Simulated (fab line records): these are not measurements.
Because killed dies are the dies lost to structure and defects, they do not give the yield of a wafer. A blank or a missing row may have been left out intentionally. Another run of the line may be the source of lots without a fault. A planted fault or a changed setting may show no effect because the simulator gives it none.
Split-lot study | flow n5-finfet | 7 lots, 21 wafers read, on a route of 1938 steps

THE SPLIT
At N5_FIN_CUT_COAT_19 (time 60 s, resist thk 20 nm), the setting spin-rpm was moved away from the recipe's 1500 rpm on 8 of the 21 wafers read, by -9.6% to +9.1%. This setting was run at the recipe's value on the other wafers.

FROM THE SPLIT TO THE READING: what the file shows between them, 5 steps
- N5_FIN_CUT_COAT_02: resist thk 30 nm (also split here: spin-rpm)
- N5_FIN_CUT_EBR_04
- N5_FIN_CUT_SOFTBAKE_03: time 60 s
- N5_FIN_CUT_DESCUM_13: chemistry O2, time 7 s
- N5_FIN_CUT_ETCH_30: etches underlayer in N2/H2, target depth 13 nm, time 10.4 s

THE READING
etch.depth-nm (the simulator's own value, which no gauge read), in nm, at N5_FIN_CUT_ETCH_20 (etches SiARC in CF4, target depth 26 nm, time 43.3 s). The file gives no usual value for it. The 13 wafers here that ran the recipe average 19.98 nm, standard deviation 0.045 nm.

wafer  | tool, chamber at the split | spin-rpm as run, rpm | against the recipe | etch.depth-nm, nm | against lot-mates on the recipe
L074.2 | litho-track-03, 0          | 1500                 | recipe             | 19.96             | -
L074.5 | litho-track-03, 0          | 1500                 | recipe             | 19.93             | -
L074.6 | litho-track-03, 0          | 1583                 | +5.5%              | 19.46             | -0.48
L079.1 | litho-track-02, 0          | 1420                 | -5.3%              | 20.53             | +0.51
L079.2 | litho-track-02, 0          | 1500                 | recipe             | 20.06             | -
L079.6 | litho-track-02, 0          | 1500                 | recipe             | 19.99             | -
L080.1 | litho-track-03, 0          | 1500                 | recipe             | 19.93             | -
L080.4 | litho-track-03, 0          | 1356                 | -9.6%              | 20.96             | +1.03
L080.5 | litho-track-03, 0          | 1356                 | -9.6%              | 21.07             | +1.14
L084.1 | litho-track-04, 0          | 1500                 | recipe             | 19.91             | -
L084.3 | litho-track-04, 0          | 1500                 | recipe             | 19.98             | -
L084.6 | litho-track-04, 0          | 1394                 | -7.1%              | 20.64             | +0.70
L087.4 | litho-track-03, 0          | 1437                 | -4.2%              | 20.46             | +0.48
L087.5 | litho-track-03, 0          | 1500                 | recipe             | 19.99             | -
L087.6 | litho-track-03, 0          | 1500                 | recipe             | 19.97             | -
L088.2 | litho-track-03, 0          | 1500                 | recipe             | 19.94             | -
L088.4 | litho-track-03, 0          | 1500                 | recipe             | 19.99             | -
L088.5 | litho-track-03, 0          | 1500                 | recipe             | 19.97             | -
L091.1 | litho-track-02, 0          | 1637                 | +9.1%              | 19.27             | -0.80
L091.2 | litho-track-02, 0          | 1500                 | recipe             | 20.07             | -
L091.4 | litho-track-02, 0          | 1637                 | +9.1%              | 19.22             | -0.85

THE FIT
A straight line over all 21 wafers: etch.depth-nm changes by -0.0951 nm for each +1% of spin-rpm; r = -0.99; the points scatter about the line by 0.07 nm.
The same after taking each lot's own level away (the mean of its wafers on the recipe; 21 wafers): -0.1 nm for each +1%; r = -0.99; scatter 0.055 nm.
Per that fit: largest spin-rpm move, reading shift of 0.96 nm.
The span of the lots' own levels, 19.930 to 20.070 nm, comes to 3.1 times the standard deviation stated above.
The two slopes are in agreement: the lot-to-lot level therefore moves the slope only a little.
Check: with one of the wafers moved furthest among these (-9.6%) left out of the fit, the line predicts +0.975 nm for it against its lot-mates. Against them it came out at +1.03 nm.

ADDITIONAL SPLITS CARRIED BY THESE WAFERS
Before the reading, these wafers also passed through other splits. Each is held against what the fit with the lots' levels taken away leaves over:
other split on the same wafers            | wafers away from the commonest value | r with etch.depth-nm (lot level and that fit taken away)
N5_PMOS_HMC_CHANNEL_EPI_PEB_07 peb-time-s | 5                                    | -0.21
N5_FIN_CUT_COAT_02 spin-rpm               | 5                                    | -0.25

THE WHOLE CHAIN: every reading that the file lists as answering this split, in the file's order
step               | what it does                                         | reading                                                                          | change (the file's fit)                | r (the file's)
N5_FIN_CUT_COAT_19 | time 60 s, resist thk 20 nm                          | SiARC_of_FIN_CUT_COAT_19.thk-nm (the simulator's own value, which no gauge read) | -0.0971 nm for each +1% of the setting | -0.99
N5_FIN_CUT_ETCH_20 | etches SiARC in CF4, target depth 26 nm, time 43.3 s | etch.depth-nm (the simulator's own value, which no gauge read)                   | -0.0997 nm for each +1% of the setting | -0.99

FILE'S OWN FIT
etch.depth-nm changes by -0.0997 nm for each +1% of spin-rpm, r = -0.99.
